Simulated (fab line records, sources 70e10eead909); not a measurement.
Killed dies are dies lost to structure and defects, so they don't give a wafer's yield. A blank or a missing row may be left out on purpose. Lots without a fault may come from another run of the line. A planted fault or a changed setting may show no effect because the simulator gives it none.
Chamber matching | flow nand_harc | NHARC_A_SGD_CUT_DESCUM_14 on rie_diel-07: 4 sister chambers
The step chemistry O2, time 3 s. 7 wafers are shown with their chamber, then 7 later ones without.

WAFERS WITH THEIR CHAMBER
wafer  | chamber | oes_product_au (a.u.) | throttle_valve_pct (%)
L076.4 | 3       | 0.997                 | 11.309
L083.3 | 1       | 1.027                 | 11.317
L083.5 | 2       | 0.999                 | 11.304
L090.2 | 2       | 0.992                 | 11.308
L090.5 | 0       | 1.007                 | 11.308
L092.1 | 0       | 1.013                 | 11.301
L092.3 | 1       | 1.016                 | 11.306

WAFERS WITHOUT THEIR CHAMBER
wafer  | oes_product_au (a.u.) | throttle_valve_pct (%)
L092.6 | 0.989                 | 11.312
L094.1 | 0.984                 | 11.319
L094.5 | 0.990                 | 11.307
L094.6 | 0.980                 | 11.314
L095.1 | 0.989                 | 11.324
L095.2 | 0.979                 | 11.327
L095.3 | 1.021                 | 11.311

WHICH CHAMBER EACH WENT THROUGH
wafer  | from the rows above          | in truth
L092.6 | can't be placed: 3 or 2      | 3
L094.1 | can't be placed: 3 or 2      | 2
L094.5 | can't be placed: 2 or 3      | 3
L094.6 | can't be placed: 2 or 3      | 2
L095.1 | can't be placed: 3 or 2 or 0 | 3
L095.2 | can't be placed: 3 or 2      | 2
L095.3 | 1                            | 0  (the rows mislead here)
Placed correctly: 0 of 7. Can't be placed from these rows: 6 (the true chamber is among the candidates in 6). Placed wrongly: 1.
How it was worked out, from the rows above alone: a wafer's distance from a chamber is the root of the sum, over the readings, of the square of ((its reading less the chamber's mean) divided by the reading's scatter). The wafer belongs to the nearest chamber; if the next one is less than 2 further off, it can't be placed. A chamber's mean is the mean of its shown wafers. The scatter: the root of (the sum of the squares of (reading less its chamber's mean) over the shown wafers, divided by (wafers less chambers)).
